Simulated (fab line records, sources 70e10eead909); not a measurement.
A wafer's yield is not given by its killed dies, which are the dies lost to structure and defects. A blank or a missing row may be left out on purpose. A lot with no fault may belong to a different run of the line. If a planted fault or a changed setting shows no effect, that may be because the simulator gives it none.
Which tool was responsible? | flow nand harc | Sampling: 23 lots, 69 wafers, 6 of 1159 route steps

## WHAT THE GAUGES SHOWED, per wafer
The record lacks any reading of a measuring or inspecting step that a usual standard deviation could be used to judge.

## WHAT TOOL EACH LOT RAN ON (gives the tool, then ch and the chambers of the sampled wafers, and finally the start)
lot  | NHARC_A_CONTACT_ETCH_116             | NHARC_A_CONTACT_STRIP_55                      | NHARC_A_CONTACT_ETCH_129             | NHARC_A_CONTACT_ETCH_91            | NHARC_A_CONTACT_ETCH_97                       | NHARC_A_CONTACT_ETCH_106
L075 | har cap etch-01 ch 0,1, day 16 03:19 | rie diel-01 ch 0,1,3, day 16 11:39 or earlier | har cap etch-03 ch 0,1, day 16 11:39 | rie diel-08 ch 0,1,2, day 16 12:49 | rie diel-08 ch 0,1,2, day 16 14:05 or earlier | rie diel-08 ch 1,2,3, day 16 14:05
L074 | har cap etch-02 ch 0,1, day 16 09:28 | rie diel-08 ch 0,2, day 16 20:32 or earlier   | har cap etch-01 ch 0,1, day 16 20:32 | rie diel-08 ch 0,3, day 16 21:38   | rie diel-08 ch 0,2,3, day 16 22:24 or earlier | rie diel-01 ch 0,3, day 16 22:24
L077 | har cap etch-02 ch 0,1, day 16 14:50 | rie diel-08 ch 0,1,2, day 17 00:01 or earlier | har cap etch-02 ch 0,1, day 17 00:01 | rie diel-01 ch 0,1,3, day 17 01:10 | rie diel-01 ch 0,2,3, day 17 01:43 or earlier | rie diel-01 ch 1,2,3, day 17 01:43
L076 | har cap etch-03 ch 0,1, day 16 16:10 | rie diel-01 ch 0,1, day 17 01:23 or earlier   | har cap etch-01 ch 0,1, day 17 01:23 | rie diel-01 ch 0,1,3, day 17 02:32 | rie diel-01 ch 0,1,3, day 17 03:02 or earlier | rie diel-08 ch 0,1,3, day 17 03:02
L078 | har cap etch-03 ch 0,1, day 17 13:08 | rie diel-08 ch 0,1,3, day 17 19:58 or earlier | har cap etch-01 ch 0,1, day 17 19:58 | rie diel-08 ch 0,1,2, day 17 21:06 | rie diel-08 ch 1,2,3, day 17 21:34 or earlier | rie diel-08 ch 2,3, day 17 21:34
L080 | har cap etch-02 ch 0,1, day 17 18:41 | rie diel-08 ch 0,1,2, day 18 03:53 or earlier | har cap etch-01 ch 0,1, day 18 03:53 | rie diel-01 ch 0,2,3, day 18 05:02 | rie diel-01 ch 1,2,3, day 18 05:33 or earlier | rie diel-01 ch 1,2,3, day 18 05:33
L079 | har cap etch-03 ch 0,1, day 17 23:59 | rie diel-08 ch 1,2,3, day 18 10:47 or earlier | har cap etch-01 ch 0,1, day 18 10:47 | rie diel-08 ch 0,1, day 18 11:56   | rie diel-08 ch 1,2,3, day 18 12:43 or earlier | rie diel-08 ch 0,2, day 18 12:43
L082 | har cap etch-03 ch 0,1, day 18 05:56 | rie diel-11 ch 1,3, day 18 16:02 or earlier   | har cap etch-02 ch 0,1, day 18 16:02 | rie diel-01 ch 1,3, day 18 17:10   | rie diel-01 ch 0,1,3, day 18 17:19            | rie diel-01 ch 0,3, day 18 17:44
L081 | har cap etch-02 ch 0,1, day 18 07:58 | rie diel-01 ch 0,2,3, day 18 17:57 or earlier | har cap etch-01 ch 0, day 18 17:57   | rie diel-01 ch 0,3, day 18 19:05   | rie diel-01 ch 0,1, day 18 19:14              | rie diel-08 ch 0,1,2, day 18 19:49
L083 | har cap etch-01 ch 0,1, day 18 19:41 | rie diel-01 ch 0,1,3, day 19 04:22 or earlier | har cap etch-02 ch 0,1, day 19 04:22 | rie diel-01 ch 0,1, day 19 05:29   | rie diel-01 ch 0,1,3, day 19 05:38            | rie diel-01 ch 0,3, day 19 06:04
L087 | har cap etch-03 ch 0, day 19 08:09   | rie diel-01 ch 0,1,3, day 19 18:06 or earlier | har cap etch-01 ch 0,1, day 19 18:06 | rie diel-08 ch 2,3, day 19 19:14   | rie diel-08 ch 0,1,3, day 19 19:45 or earlier | rie diel-08 ch 0,2,3, day 19 19:45
L085 | har cap etch-01 ch 0,1, day 19 08:11 | rie diel-11 ch 1,2,3, day 19 16:44 or earlier | har cap etch-02 ch 0,1, day 19 16:44 | rie diel-01 ch 0,1,3, day 19 17:53 | rie diel-01 ch 0,1,3, day 19 18:03            | rie diel-08 ch 0,1,2, day 19 18:26
L086 | har cap etch-03 ch 0, day 19 12:04   | rie diel-08 ch 0,1,2, day 19 21:16 or earlier | har cap etch-02 ch 0,1, day 19 21:16 | rie diel-11 ch 1,2,3, day 19 22:23 | rie diel-11 ch 1,3, day 19 22:55 or earlier   | rie diel-01 ch 1,3, day 19 22:55
L088 | har cap etch-01 ch 0,1, day 19 16:22 | rie diel-11 ch 0,1,3, day 19 23:26 or earlier | har cap etch-03 ch 0,1, day 19 23:26 | rie diel-11 ch 0,1,3, day 20 00:37 | rie diel-11 ch 0,1,2, day 20 01:08 or earlier | rie diel-08 ch 0,2,3, day 20 01:08
L091 | har cap etch-01 ch 0,1, day 20 01:20 | rie diel-08 ch 0,1, day 20 11:58 or earlier   | har cap etch-02 ch 1, day 20 11:58   | rie diel-11 ch 1,2, day 20 13:05   | rie diel-11 ch 1,2, day 20 13:57 or earlier   | rie diel-08 ch 2,3, day 20 13:57
L090 | har cap etch-03 ch 0,1, day 20 01:28 | rie diel-08 ch 0,1,2, day 20 12:42 or earlier | har cap etch-01 ch 0,1, day 20 12:42 | rie diel-08 ch 1,2,3, day 20 13:50 | rie diel-08 ch 0,1,3, day 20 14:55 or earlier | rie diel-11 ch 1,2,3, day 20 14:55
L089 | har cap etch-03 ch 0, day 20 08:34   | rie diel-11 ch 0,2,3, day 20 16:13 or earlier | har cap etch-02 ch 1, day 20 16:13   | rie diel-08 ch 1,2, day 20 17:20   | rie diel-08 ch 0,2, day 20 18:02 or earlier   | rie diel-11 ch 0,1, day 20 18:02
L092 | har cap etch-03 ch 0,1, day 20 14:26 | rie diel-08 ch 2,3, day 20 21:35 or earlier   | har cap etch-02 ch 0,1, day 20 21:35 | rie diel-01 ch 0,1, day 20 22:42   | rie diel-01 ch 0,3, day 20 23:13 or earlier   | rie diel-11 ch 2,3, day 20 23:13
L093 | har cap etch-02 ch 0,1, day 21 02:33 | rie diel-11 ch 0,1,3, day 21 11:47 or earlier | har cap etch-03 ch 0,1, day 21 11:47 | rie diel-08 ch 0,1,2, day 21 13:04 | rie diel-08 ch 0,1,2, day 21 13:37 or earlier | rie diel-08 ch 0,2,3, day 21 13:37
L094 | har cap etch-03 ch 0,1, day 21 03:02 | rie diel-01 ch 0,1,2, day 21 11:58 or earlier | har cap etch-02 ch 0,1, day 21 11:58 | rie diel-08 ch 0,2,3, day 21 13:11 | rie diel-08 ch 0,2,3, day 21 13:44 or earlier | rie diel-11 ch 2,3, day 21 13:44
L096 | har cap etch-01 ch 0,1, day 21 13:56 | rie diel-08 ch 0,1,2, day 21 21:57 or earlier | har cap etch-02 ch 0,1, day 21 21:57 | rie diel-11 ch 0,1,3, day 21 23:04 | rie diel-11 ch 1,3, day 21 23:34 or earlier   | rie diel-11 ch 0,2, day 21 23:34
L097 | har cap etch-03 ch 0,1, day 21 14:04 | rie diel-08 ch 0,1,2, day 21 22:49 or earlier | har cap etch-01 ch 0,1, day 21 22:49 | rie diel-08 ch 0,1,2, day 21 23:56 | rie diel-08 ch 0,2,3, day 22 00:27 or earlier | rie diel-08 ch 1,2, day 22 00:27
L095 | har cap etch-02 ch 0,1, day 21 17:40 | rie diel-08 ch 2,3, day 22 00:51 or earlier   | har cap etch-03 ch 0,1, day 22 00:51 | rie diel-01 ch 1,2,3, day 22 01:58 | rie diel-01 ch 0,2, day 22 02:31 or earlier   | rie diel-01 ch 0,2, day 22 02:31
- NHARC_A_CONTACT_ETCH_116: etches the open film in C4F8/O2/Ar, time 94 s, target depth 922 nm.
- NHARC_A_CONTACT_STRIP_55: strips in O2.
- NHARC_A_CONTACT_ETCH_129: etches the open film in C4F8/O2/Ar, time 155 s, target depth 956 nm.
- NHARC_A_CONTACT_ETCH_91: etches the open film in CH3F/O2, target depth 40 nm, time 85.7 s.
- NHARC_A_CONTACT_ETCH_97: etches the open film in C4F6/O2, target depth 20 nm, time 10 s.
- NHARC_A_CONTACT_ETCH_106: etches the open film in CF4/O2, target depth 60 nm, overetch 6 nm, time 33 s.

## AS READ BY THE TOOLS THEMSELVES (means over the sampled wafers that have a number; for cases with no such wafer, the mark the record gives instead)
NHARC_A_CONTACT_STRIP_55. Usual: drypump motor current A 5.72 A, standard deviation 0.24; oes product au 0.997 a.u., standard deviation 0.012; rf vpp V 57.8 V, standard deviation 0.9; showerhead plenum p Torr 3.48 Torr, standard deviation 0.13; throttle valve pct 17.035 %, standard deviation 0.0097.
lot  | tool        | drypump motor current A (A) | oes product au (a.u.) | rf vpp V (V) | showerhead plenum p Torr (Torr) | throttle valve pct (%) | flag
L075 | rie diel-01 | 5.78                        | 1.001                 | 57.6         | 3.49                            | 17.042                 |
L074 | rie diel-08 | 5.44                        | 0.988                 | 58.2         | 3.36                            | 17.029                 |
L077 | rie diel-08 | 5.62                        | 0.997                 | 57.8         | 3.48                            | 17.031                 |
L076 | rie diel-01 | 5.72                        | 0.996                 | 57.2         | 3.40                            | 17.035                 |
L078 | rie diel-08 | 5.82                        | 0.995                 | 57.4         | 3.52                            | 17.032                 |
L080 | rie diel-08 | 5.62                        | 0.988                 | 58.1         | 3.48                            | 17.034                 |
L079 | rie diel-08 | 5.76                        | 0.996                 | 58.4         | 3.47                            | 17.039                 |
L082 | rie diel-11 | 5.80                        | 0.987                 | 58.4         | 3.56                            | 17.037                 |
L081 | rie diel-01 | 5.76                        | 0.988                 | 58.3         | 3.60                            | 17.029                 |
L083 | rie diel-01 | 5.80                        | 0.996                 | 57.7         | 3.48                            | 17.031                 |
L087 | rie diel-01 | 5.77                        | 0.992                 | 58.4         | 3.47                            | 17.025                 |
L085 | rie diel-11 | 5.73                        | 0.990                 | 57.8         | 3.48                            | 17.037                 |
L086 | rie diel-08 | 5.64                        | 1.013                 | 58.8         | 3.47                            | 17.039                 |
L088 | rie diel-11 | 5.68                        | 1.000                 | 57.8         | 3.57                            | 17.039                 |
L091 | rie diel-08 | 5.69                        | 1.001                 | 57.7         | 3.52                            | 17.031                 |
L090 | rie diel-08 | 5.63                        | 1.003                 | 57.0         | 3.47                            | 17.036                 |
L089 | rie diel-11 | 5.65                        | 0.999                 | 58.3         | 3.56                            | 17.040                 |
L092 | rie diel-08 | 5.77                        | 0.997                 | 57.4         | 3.39                            | 17.042                 |
L093 | rie diel-11 | 5.69                        | 0.997                 | 58.3         | 3.56                            | 17.042                 |
L094 | rie diel-01 | 5.67                        | 1.007                 | 56.7         | 3.51                            | 17.036                 |
L096 | rie diel-08 | 5.65                        | 1.003                 | 58.3         | 3.46                            | 17.040                 |
L097 | rie diel-08 | 5.65                        | 1.006                 | 58.3         | 3.47                            | 17.032                 |
L095 | rie diel-08 | 5.78                        | 0.993                 | 56.8         | 3.39                            | 17.029                 |

NHARC_A_CONTACT_ETCH_91. Usual: drypump motor current A 5.73 A, standard deviation 0.25; oes product au 0.93 a.u., standard deviation 0.03; rf vpp V 244.0 V, standard deviation 1.5; showerhead plenum p Torr 2.43 Torr, standard deviation 0.094; throttle valve pct 20.663 %, standard deviation 0.0087.
lot  | tool        | drypump motor current A (A) | oes product au (a.u.) | rf vpp V (V) | showerhead plenum p Torr (Torr) | throttle valve pct (%) | flag
L075 | rie diel-08 | 5.63                        | 0.92                  | 243.8        | 2.42                            | 20.658                 |
L074 | rie diel-08 | 5.71                        | 0.91                  | 243.6        | 2.40                            | 20.667                 |
L077 | rie diel-01 | 5.77                        | 0.92                  | 244.0        | 2.43                            | 20.673                 |
L076 | rie diel-01 | 5.76                        | 0.91                  | 244.3        | 2.43                            | 20.668                 |
L078 | rie diel-08 | 5.62                        | 0.92                  | 244.1        | 2.42                            | 20.660                 |
L080 | rie diel-01 | 5.77                        | 0.92                  | 245.4        | 2.51                            | 20.666                 |
L079 | rie diel-08 | 5.70                        | 0.93                  | 243.7        | 2.46                            | 20.664                 |
L082 | rie diel-01 | 6.01                        | 1.00                  | 243.4        | 2.42                            | 20.664                 |
L081 | rie diel-01 | 5.87                        | 0.91                  | 244.5        | 2.48                            | 20.668                 |
L083 | rie diel-01 | 5.69                        | 0.93                  | 243.4        | 2.36                            | 20.659                 |
L087 | rie diel-08 | 5.76                        | 0.96                  | 243.5        | 2.36                            | 20.668                 |
L085 | rie diel-01 | 5.76                        | 0.92                  | 245.0        | 2.42                            | 20.661                 |
L086 | rie diel-11 | 5.71                        | 0.92                  | 243.8        | 2.42                            | 20.663                 |
L088 | rie diel-11 | 5.67                        | 0.92                  | 244.8        | 2.49                            | 20.664                 |
L091 | rie diel-11 | 5.66                        | 0.93                  | 242.9        | 2.36                            | 20.672                 |
L090 | rie diel-08 | 5.73                        | 0.92                  | 243.5        | 2.41                            | 20.665                 |
L089 | rie diel-08 | 5.56                        | 0.92                  | 243.0        | 2.38                            | 20.655                 |
L092 | rie diel-01 | 5.53                        | 0.92                  | 243.9        | 2.41                            | 20.663                 |
L093 | rie diel-08 | 5.63                        | 0.93                  | 243.9        | 2.41                            | 20.669                 |
L094 | rie diel-08 | 5.62                        | 1.00                  | 242.7        | 2.36                            | 20.658                 |
L096 | rie diel-11 | 5.69                        | 0.92                  | 244.7        | 2.48                            | 20.660                 |
L097 | rie diel-08 | 5.61                        | 0.93                  | 243.7        | 2.41                            | 20.657                 |
L095 | rie diel-01 | 5.93                        | 1.01                  | 243.9        | 2.44                            | 20.662                 |

NHARC_A_CONTACT_ETCH_97. Usual: drypump motor current A 5.74 A, standard deviation 0.25; oes product au 0.958 a.u., standard deviation 0.023; rf vpp V 545.9 V, standard deviation 2.9; showerhead plenum p Torr 3.87 Torr, standard deviation 0.14; throttle valve pct 26.904 %, standard deviation 0.009.
lot  | tool        | drypump motor current A (A) | oes product au (a.u.) | rf vpp V (V) | showerhead plenum p Torr (Torr) | throttle valve pct (%) | flag
L075 | rie diel-08 | 5.63                        | 0.969                 | 546.1        | 3.87                            | 26.906                 |
L074 | rie diel-08 | 5.65                        | 0.960                 | 544.6        | 3.79                            | 26.910                 |
L077 | rie diel-01 | 5.76                        | 0.952                 | 549.0        | 4.00                            | 26.900                 |
L076 | rie diel-01 | 5.81                        | 0.931                 | 546.5        | 3.87                            | 26.905                 |
L078 | rie diel-08 | 5.76                        | 0.940                 | 545.4        | 3.86                            | 26.907                 |
L080 | rie diel-01 | 5.93                        | 0.940                 | 546.8        | 3.91                            | 26.902                 |
L079 | rie diel-08 | 5.77                        | 0.941                 | 545.5        | 3.86                            | 26.904                 |
L082 | rie diel-01 | 5.78                        | 1.003                 | 545.9        | 3.87                            | 26.906                 |
L081 | rie diel-01 | 5.53                        | 0.944                 | 546.0        | 3.87                            | 26.902                 |
L083 | rie diel-01 | 5.78                        | 0.946                 | 545.4        | 3.86                            | 26.897                 |
L087 | rie diel-08 | 5.83                        | 0.986                 | 547.0        | 3.91                            | 26.902                 |
L085 | rie diel-01 | 5.73                        | 0.967                 | 545.9        | 3.86                            | 26.902                 |
L086 | rie diel-11 | 5.79                        | 0.935                 | 546.4        | 3.88                            | 26.895                 |
L088 | rie diel-11 | 5.61                        | 0.961                 | 546.2        | 3.88                            | 26.913                 |
L091 | rie diel-11 | 5.66                        | 0.965                 | 543.1        | 3.77                            | 26.900                 |
L090 | rie diel-08 | 5.84                        | 0.956                 | 545.7        | 3.91                            | 26.904                 |
L089 | rie diel-08 | 5.51                        | 0.955                 | 544.5        | 3.78                            | 26.903                 |
L092 | rie diel-01 | 5.91                        | 0.947                 | 547.7        | 3.95                            | 26.910                 |
L093 | rie diel-08 | 5.65                        | 0.966                 | 545.9        | 3.85                            | 26.908                 |
L094 | rie diel-08 | 5.65                        | 1.000                 | 543.3        | 3.78                            | 26.906                 |
L096 | rie diel-11 | 5.82                        | 0.930                 | 547.6        | 3.94                            | 26.905                 |
L097 | rie diel-08 | 5.64                        | 0.949                 | 544.1        | 3.77                            | 26.897                 |
L095 | rie diel-01 | 5.52                        | 0.986                 | 548.3        | 3.99                            | 26.906                 |

NHARC_A_CONTACT_ETCH_106. Usual: drypump motor current A 5.70 A, standard deviation 0.25; oes_f_703_au 0.999 a.u., standard deviation 0.0049; oes product au 0.996 a.u., standard deviation 0.012; rf vpp V 197.5 V, standard deviation 1.3; showerhead plenum p Torr 1.32 Torr, standard deviation 0.052; throttle valve pct 13.398 %, standard deviation 0.0093.
lot  | tool        | drypump motor current A (A) | oes_f_703_au (a.u.) | oes product au (a.u.) | rf vpp V (V) | showerhead plenum p Torr (Torr) | throttle valve pct (%) | flag
L075 | rie diel-08 | 5.75                        | 1.003               | 0.990                 | 197.5        | 1.31                            | 13.400                 |
L074 | rie diel-01 | 5.82                        | 0.995               | 0.975                 | 197.9        | 1.35                            | 13.400                 |
L077 | rie diel-01 | 5.93                        | 0.993               | 0.988                 | 197.9        | 1.33                            | 13.392                 |
L076 | rie diel-08 | 5.83                        | 0.998               | 0.990                 | 197.4        | 1.33                            | 13.394                 |
L078 | rie diel-08 | 5.55                        | 0.998               | 0.991                 | 196.3        | 1.27                            | 13.401                 |
L080 | rie diel-01 | 5.91                        | 0.995               | 1.008                 | 197.3        | 1.33                            | 13.392                 |
L079 | rie diel-08 | 5.51                        | 1.003               | 1.011                 | 197.0        | 1.29                            | 13.401                 |
L082 | rie diel-01 | 5.61                        | 0.998               | 0.986                 | 198.2        | 1.35                            | 13.397                 |
L081 | rie diel-08 | 5.60                        | 1.002               | 0.998                 | 197.3        | 1.32                            | 13.405                 |
L083 | rie diel-01 | 5.60                        | 0.997               | 0.980                 | 198.3        | 1.35                            | 13.402                 |
L087 | rie diel-08 | 5.63                        | 1.001               | 0.990                 | 196.2        | 1.28                            | 13.408                 |
L085 | rie diel-08 | 5.60                        | 1.004               | 1.005                 | 197.3        | 1.31                            | 13.401                 |
L086 | rie diel-01 | 5.93                        | 1.002               | 1.006                 | 195.8        | 1.28                            | 13.399                 |
L088 | rie diel-08 | 5.65                        | 0.999               | 0.990                 | 196.5        | 1.28                            | 13.399                 |
L091 | rie diel-08 | 5.56                        | 0.998               | 0.993                 | 196.6        | 1.27                            | 13.392                 |
L090 | rie diel-11 | 5.72                        | 0.995               | 1.001                 | 197.6        | 1.31                            | 13.395                 |
L089 | rie diel-11 | 5.52                        | 1.002               | 1.000                 | 198.2        | 1.36                            | 13.400                 |
L092 | rie diel-11 | 5.65                        | 0.999               | 1.006                 | 197.3        | 1.30                            | 13.401                 |
L093 | rie diel-08 | 5.63                        | 1.004               | 1.004                 | 196.1        | 1.28                            | 13.392                 |
L094 | rie diel-11 | 5.73                        | 1.000               | 1.008                 | 198.4        | 1.34                            | 13.403                 |
L096 | rie diel-11 | 5.53                        | 0.998               | 1.001                 | 197.7        | 1.31                            | 13.395                 |
L097 | rie diel-08 | 5.72                        | 1.003               | 1.009                 | 198.5        | 1.33                            | 13.394                 |
L095 | rie diel-01 | 5.51                        | 0.994               | 0.981                 | 198.2        | 1.36                            | 13.402                 |

## THE ANSWER, worked out from the rows above alone
Rule: lot off if the mean of its wafers having a number is beyond 3 standard deviations from the usual mean. Also off: a lot with no number at a reading for which 4 or more lots have one. All remaining lots with rows at the step are treated as sound. After the gauges, taken in route order, come the tools' own readings; for these a lot's mean is taken, as printed above. The first step at which some lot is off is used, and at that step the reading that is off furthest; a lot without a number counts as furthest.
No lot is off on any of the readings shown, so nothing can be concluded from this.

## WHAT THE SIMULATOR HAD PUT IN
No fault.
